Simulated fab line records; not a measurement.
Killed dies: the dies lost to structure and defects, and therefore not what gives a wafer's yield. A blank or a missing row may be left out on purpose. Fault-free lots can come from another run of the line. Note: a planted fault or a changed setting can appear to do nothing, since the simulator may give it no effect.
The same fault as seen by 3 desks	flow n5Finfet	what lay behind the numbers comes last; until then each desk has only its own

AT THE METROLOGY DESK
Means of the sampled wafers that have a number, per lot and without regard to the tool the lot ran on: this is what the gauges read. Marked OUT: a lot whose mean sits more than 4 standard deviations from the usual mean, which makes it out of limits; the brackets give that distance. It has 12 readings; the 7 that lie furthest out on some lot are the ones shown.
Columns: A = cdNm at N5_BEOL_M2_CD_MEAS_28, usual 26.22 nm; B = V1_OVL at N5_BEOL_M2_OVL_MEAS_29, usual 0.5 nm; C = DIBL_N at N5_BEOL_M4_RC_MEAS_101, usual 35.6 mV/V; D = DIBL_P at N5_BEOL_M4_RC_MEAS_101, usual 35.0 mV/V; E = IOFF_P at N5_BEOL_M4_RC_MEAS_101, usual 0.19 nA/um; F = VT_N at N5_BEOL_M4_RC_MEAS_101, usual 251 mV; G = VT_P at N5_BEOL_M4_RC_MEAS_101, usual -251.5 mV
lot	first seen here	A	B	C	D	E	F	G
L895	day 8 12:53	25.94	0.4	34.5	33.0	0.17	250	-252.7
L898	day 8 22:33	26.25	0.4	34.9	35.8	0.23	250	-246.9
L904	day 11 03:49	26.13	1.3	34.8	34.1	0.17	256	-253.4
L910	day 12 06:05	26.07	0.0	37.2	36.9	0.20	250	-252.4
L911	day 12 13:01	26.42	1.1	35.9	35.8	0.19	252	-252.8
This desk's verdict: no lot among the 5 shows anything out of limits.

THE DEFECT DESK
For each lot, the counts of the inspections along the route, averaged over the sampled wafers that have a number. Marked OUT: a lot whose mean sits more than 4 standard deviations from the usual mean, which makes it out of limits; the brackets give that distance.
Columns: A = rawDefectCount at N5_BEOL_M2_INSPECT_30, usual 435
lot	first seen here	A
L895	day 8 12:58	453
L898	day 8 22:38	380
L904	day 11 03:55	486
L910	day 12 06:10	306
L911	day 12 13:07	364
This desk's verdict: no lot among the 5 shows anything out of limits.

THE TOOL OWNER'S DESK: aldSin-03
The tool's own readings at N5_BEOL_M2_ALD_98 (deposits SiO2, target thk 2.5 nm, pulse time 1 s, co reactant pulse time 1 s): means of the sampled wafers that have a number, for each lot that ran on this tool. Marked OUT: a lot whose mean sits more than 4 standard deviations from the usual mean, which makes it out of limits; the brackets give that distance.
Columns: A = heaterPowerW at N5_BEOL_M2_ALD_98, usual 76 W; B = precursorPulseHeightRel at N5_BEOL_M2_ALD_98, usual 0.999
lot	first seen here	A	B
L895	day 8 13:35	76	0.996
L898	day 9 00:11	74	1.006
L904	day 11 04:28	72	0.999
This desk's verdict: no lot among the 3 shows anything out of limits.

PUT TOGETHER
From the metrology desk's view, nothing was out of limits.
The defect desk saw nothing out of limits.
Nothing out of limits was seen by the tool owner's desk.

WHAT THE SIMULATOR HAD INSERTED
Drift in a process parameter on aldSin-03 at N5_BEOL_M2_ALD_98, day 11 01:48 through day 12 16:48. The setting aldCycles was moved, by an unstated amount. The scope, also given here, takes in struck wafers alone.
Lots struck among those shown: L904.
